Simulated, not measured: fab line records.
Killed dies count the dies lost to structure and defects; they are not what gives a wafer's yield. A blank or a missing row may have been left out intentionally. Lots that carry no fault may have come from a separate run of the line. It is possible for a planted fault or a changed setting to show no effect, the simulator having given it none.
fab line records	flow n5_finfet
record lots=4	wafers=11	last_day=16
route steps=1938 shown BEOL_M9@1413
lots that met no fault: taken from a fault-free run of the same line
start_h: start of the lot's first displayed wafer, in hours after the record's first day	wait_h: hours elapsed since this lot's preceding step	" repeats the value in the row above	L1.1+2: a row that stands for several wafers	- value missing, or start not given	* or withheld: withheld	< > ~ a bound
route shown NAME@n: NAME is a module with steps in the file, n the number in the route of the first one	usual: mean and standard deviation over wafers with no fault	same: alike in all rows	chamber/n: place in a boat	sites: per-site readings	_std_site: standard deviation of those values	_edge_site: the outer-site mean with the inner-site mean subtracted	radius_mm: for every site, how far away it sits from the centre of the wafer	mask NAME#n: copy n	behind: the tool/chamber that last shaped the wafer	hold: cause of the lot's hold/its duration in hours/its outcome	device: the n, p or np transistor that did not switch	end of line: tests of these same wafers at the route's end	step lacking rows: just its recipe	killed: dies that structure and defects cost at the first sort, which is not the same as the wafer's yield	map: per-die view of a wafer (x killed, . not killed, _ where there is no die)
set.NAME: the setting the step ran with; set.NAME@STEP: the setting that earlier step ran with	model.NAME: the simulator's own value behind a step, which no gauge read
lots at selected steps of the route; one table per step, one row per wafer
services: from which hour (start_h, from the record's first day; less than 0 if before it) a tool's chamber was out of use, for how many hours, and why
## steps
# step N5_BEOL_M9_DEVELOP_10
# recipe develop_time_s=30	developer=TMAH	resist=CAR-ArF	rinse_liquid=diw	dry=air_spin	dev_temp_c=23
# step N5_BEOL_M9_DESCUM_16
# recipe chemistry=O2	time_s=7.9	source_power_w=50	bias_power_w=20	pressure_mtorr=20	rf_frequency_hz=2.712e+07	temp_c=40	resist=CAR-ArF	o2_flow_sccm=225
# step N5_BEOL_M9_ETCH_61
# recipe chemistry=CF4	target=SiARC	target_depth_a=390	mask_material=CAR-ArF	time_s=65	ion_energy_ev=80	pressure_mtorr=40	source_w=545	bias_w=36	Ar_flow_sccm=100	cf4_flow_sccm=100	ends=cleared
# step N5_BEOL_M9_ETCH_62
# recipe chemistry=N2/H2	target=SOC	target_depth_a=1100	overetch_a=220	mask_material=SiARC	temp_c=40	time_s=165	ion_energy_ev=200	pressure_mtorr=30	source_w=840	bias_w=150	n2_flow_sccm=200	h2_flow_sccm=200
# step N5_BEOL_M9_STRIP_68
# recipe chemistry=N2/H2	temp_c=40	n2_flow_sccm=200	h2_flow_sccm=200	rf_frequency_hz=6e+07
# step N5_BEOL_M9_STRIP_67
# recipe chemistry=CF4	resist=SiARC	power_w=300	bias_power_w=75	pressure_mtorr=50	cf4_flow_sccm=150	rf_frequency_hz=6e+07
# step N5_BEOL_M9_HM_OPEN_17
# recipe chemistry=Cl2/BCl3	target_depth_a=200	overetch_a=60	target=TiN	mask_material=SOC	ion_energy_ev=150	pressure_mtorr=10	icp_w=1000	bias_w=126	Cl2_flow_sccm=53.25	bcl3_flow_sccm=21.75	Ar_flow_sccm=25
# step N5_BEOL_M9_STRIP_19
# recipe chemistry=O2	power_w=400	temp_c=40	pressure_mtorr=30	rf_frequency_hz=6e+07	bias_power_w=0	overash_fraction=0.2	o2_flow_sccm=225
# step N5_BEOL_M9_COAT_63
# recipe resist=SOC	temp_c=250	time_s=60	spin_rpm=1500	resist_thk_nm=60
# usual spin_speed_rpm=1500.0/0.92
lot.wafer	tool	chamber	start_h	wait_h	spin_speed_rpm	model.SOC_of_BEOL_M9_COAT_63.thk_nm
L288.2	litho_track-01	0	229.34	0.2	1499.6	60
L288.3	"	0	"	"	1498.6	59.8
L288.6	"	0	"	"	1498.4	59.8
L295.1	litho_track-05	0	275.33	0.0	1500.4	60.2
L295.4	"	0	"	"	1499.1	60.2
L303.3	litho_track-05	0	313.36	0.0	1361.8	63.2
L303.5	"	0	"	"	1363.0	63.2
L303.6	"	0	"	"	1362.8	63.2
L304.1	litho_track-05	0	333.20	0.1	1363.4	63.2
L304.5	"	0	"	"	1361.8	63.2
L304.6	"	0	"	"	1363.2	63
# step N5_BEOL_M9_COAT_64
# recipe resist=SiARC	temp_c=220	time_s=60	spin_rpm=1500	resist_thk_nm=12
# step N5_BEOL_M9_COAT_75
# recipe resist=underlayer	temp_c=205	time_s=60	spin_rpm=1500	resist_thk_nm=5
# step N5_BEOL_M9_COAT_22
# recipe resist=CAR-EUV	spin_rpm=1500	resist_thk_nm=30
# step N5_BEOL_M9_EBR_24
# recipe solvent=PGMEA	ebr_width_mm=1.5
# step N5_BEOL_M9_SOFTBAKE_23
# recipe temp_c=110	time_s=60	resist=CAR-EUV
# step N5_BEOL_M9_EXPOSE_25
# recipe mask_id=V8	na=0.33	source_shape=annular	sigma_inner=0.4	sigma_outer=0.8	polarization=unpolarized	dose_mj=37.25
# step N5_BEOL_M9_PEB_26
# recipe peb_temp_c=100	peb_time_s=60	resist=CAR-EUV
# step N5_BEOL_M9_DEVELOP_27
# recipe develop_time_s=30	developer=TMAH	resist=CAR-EUV	rinse_liquid=surfactant_rinse	dry=air_spin	dev_temp_c=23
# step N5_BEOL_M9_DESCUM_33
# recipe chemistry=O2	time_s=7	source_power_w=50	bias_power_w=20	pressure_mtorr=20	rf_frequency_hz=2.712e+07	temp_c=40	resist=CAR-EUV	o2_flow_sccm=225
# step N5_BEOL_M9_ETCH_76
# recipe chemistry=N2/H2	target=underlayer	target_depth_a=65	mask_material=CAR-EUV	time_s=5.2	ion_energy_ev=200	pressure_mtorr=30	source_w=840	bias_w=150	n2_flow_sccm=200	h2_flow_sccm=200	ends=cleared
# step N5_BEOL_M9_ETCH_65
# recipe chemistry=CF4	target=SiARC	target_depth_a=156	mask_material=CAR-EUV	time_s=26	ion_energy_ev=80	pressure_mtorr=40	source_w=545	bias_w=36	Ar_flow_sccm=100	cf4_flow_sccm=100	ends=cleared
# step N5_BEOL_M9_ETCH_66
# recipe chemistry=N2/H2	target=SOC	target_depth_a=800	overetch_a=160	mask_material=SiARC	temp_c=40	time_s=120	ion_energy_ev=200	pressure_mtorr=30	source_w=840	bias_w=150	n2_flow_sccm=200	h2_flow_sccm=200
# usual drypump_motor_current_A=5.6/0.53	oes_product_au=0.61/0.062	rf_vpp_V=523.6/2.8	showerhead_plenum_p_Torr=2.53/0.1	throttle_valve_pct=17.78/0.22
lot.wafer	tool	chamber	start_h	wait_h	drypump_motor_current_A	oes_product_au	rf_hours_counter_h	rf_vpp_V	showerhead_plenum_p_Torr	throttle_valve_pct	model.etch.depth_nm
L288.2	rie_diel-03	0	230.06	0.0	5.9	0.55	176	522.5	2.54	18.07	59.92
L288.3	"	3	"	"	5.4	0.53	245	526.6	2.61	17.91	59.73
L288.6	"	3	"	"	5.4	0.53	-	523.3	2.61	17.92	59.86
L295.1	rie_diel-01	0	275.92	0.0	4.9	0.64	91	525.9	2.58	18.06	60.22
L295.4	"	2	"	"	5.0	0.75	9	522.2	2.50	17.97	60.2
L303.3	rie_diel-05	0	314.25	0.0	5.6	0.57	161	517.9	2.33	17.84	63.17
L303.5	"	0	"	"	5.6	0.57	-	519.4	2.33	17.82	63.17
L303.6	"	1	"	"	6.1	0.63	-	527.6	2.68	17.67	63.15
L304.1	rie_diel-01	0	333.79	0.0	4.9	0.63	111	524.9	2.57	18.10	63.19
L304.5	"	0	"	"	4.9	0.63	-	524.6	2.57	18.12	63.24
L304.6	"	1	"	"	5.8	0.63	-	524.6	2.56	17.81	63.05
# step N5_BEOL_M9_STRIP_69
# recipe chemistry=N2/H2	temp_c=40	n2_flow_sccm=200	h2_flow_sccm=200	rf_frequency_hz=6e+07
# step N5_BEOL_M9_STRIP_77
# recipe chemistry=N2/H2	temp_c=40	n2_flow_sccm=200	h2_flow_sccm=200	rf_frequency_hz=6e+07
# step N5_BEOL_M9_VIA_ETCH_34
# recipe chemistry=C4F6/O2	target=SiCOH_lowk	target_depth_a=1824	mask_material=SOC	taper_deg=4	time_s=68.4	ion_energy_ev=250	pressure_mtorr=30	source_w=345	bias_w=185	Ar_flow_sccm=300	C4F6_flow_sccm=10	O2_flow_sccm=10
# usual drypump_motor_current_A=5.6/0.53	mfc_ar_sccm=300.1/0.89	oes_product_au=0.79/0.085	rf_vpp_V=660/14	showerhead_plenum_p_Torr=2.83/0.098	throttle_valve_pct=20.81/0.22
lot.wafer	tool	chamber	start_h	wait_h	drypump_motor_current_A	mfc_ar_sccm	oes_product_au	rf_hours_counter_h	rf_vpp_V	showerhead_plenum_p_Torr	throttle_valve_pct	model.SOC_of_BEOL_M9_COAT_63.thk_nm
L288.2	rie_diel-03	0	230.16	0.0	5.9	300.9	0.71	176	686	2.84	21.04	51.2
L288.3	"	3	"	"	5.4	299.6	0.69	245	645	2.91	20.92	50.8
L288.6	"	3	"	"	5.4	299.3	0.69	-	646	2.91	20.88	51
L295.1	rie_diel-01	0	276.02	0.0	4.9	299.6	0.84	91	642	2.86	20.92	51
L295.4	"	2	"	"	5.0	299.3	0.96	9	672	2.78	20.98	51.2
L303.3	rie_diel-05	0	314.35	0.0	5.6	301.1	0.73	161	637	2.63	20.93	54
L303.5	"	0	"	"	5.6	299.5	0.73	-	635	2.63	20.92	54
L303.6	"	1	"	"	6.1	299.5	0.79	-	662	2.96	20.63	54.2
L304.1	rie_diel-01	0	333.89	0.0	4.9	300.2	0.81	111	642	2.85	20.94	54.2
L304.5	"	0	"	"	4.9	300.7	0.82	-	641	2.85	20.96	54.2
L304.6	"	1	"	"	5.8	299.4	0.81	-	675	2.87	20.99	53.8
# step N5_BEOL_M9_STRIP_73
# recipe chemistry=C4F6/O2	resist=SiARC	rf_frequency_hz=6e+07
## services
tool	chamber	start_h	hours	kind
rie_diel-01	3	211.88	14.8	repair
rie_diel-01	2	230.42	-	clean
rie_diel-01	2	230.42	-	consumable_replace:focus_ring
rie_diel-01	2	230.42	13.2	scheduled_down
rie_diel-01	2	230.42	13.2	vent_cycle
rie_diel-03	3	232.01	2.0	repair
litho_track-05	-	239.93	-	consumable_replace:filter
rie_diel-03	3	245.09	-	clean
rie_diel-03	3	245.09	-	consumable_replace:focus_ring
rie_diel-03	3	245.09	17.9	scheduled_down
rie_diel-03	3	245.09	17.9	vent_cycle
rie_diel-03	3	266.40	4.3	repair
rie_diel-05	3	288.80	4.2	repair
rie_diel-03	0	289.36	5.6	repair
rie_diel-05	3	307.51	-	clean
rie_diel-05	3	307.51	-	consumable_replace:focus_ring
rie_diel-05	3	307.51	17.0	scheduled_down
rie_diel-05	3	307.51	17.0	vent_cycle
rie_diel-01	1	326.54	5.2	repair
rie_diel-01	3	331.80	-	clean
rie_diel-01	3	331.80	-	consumable_replace:focus_ring
rie_diel-01	3	331.80	-	consumable_replace:showerhead
rie_diel-01	3	331.80	19.1	scheduled_down
rie_diel-01	3	331.80	19.1	vent_cycle
## key
first_sign step=N5_BEOL_M9_COAT_63	reading=spin_speed_rpm	direction=down	sigmas=99+	usual=*	struck=*
effect none on later readings
model_effect step=N5_BEOL_M9_COAT_63	value=SOC_of_BEOL_M9_COAT_63.thk_nm	without=60.17	struck=63.17
model_effect step=N5_BEOL_M9_ETCH_66	value=etch.depth_nm	without=60.2	struck=63.16
model_effect step=N5_BEOL_M9_VIA_ETCH_34	value=SOC_of_BEOL_M9_COAT_63.thk_nm	without=51.1	struck=54.07
met_at N5_BEOL_M9_COAT_63
struck_wafers L303.3,L303.5,L303.6,L304.1,L304.5,L304.6
baseline_loss step=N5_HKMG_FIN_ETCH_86	wafers=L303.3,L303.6
onset_between 275.33 313.36
earlier_fault kind=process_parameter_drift	tool=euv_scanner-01	chamber=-	onset_h=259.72	steps=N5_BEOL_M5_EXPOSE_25	channel=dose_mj	offset=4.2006	shape=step	acts_in=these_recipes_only	stated=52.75
fault kind=process_parameter_drift	tool=litho_track-05	chamber=-	onset_h=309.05	steps=N5_BEOL_M9_COAT_63	channel=spin_rpm	offset=*	shape=step	acts_in=*	stated=*
# baseline_loss: these wafers lose ten dies or more at that step, a loss of the line's own and not of a fault; the sort's usual values leave them out
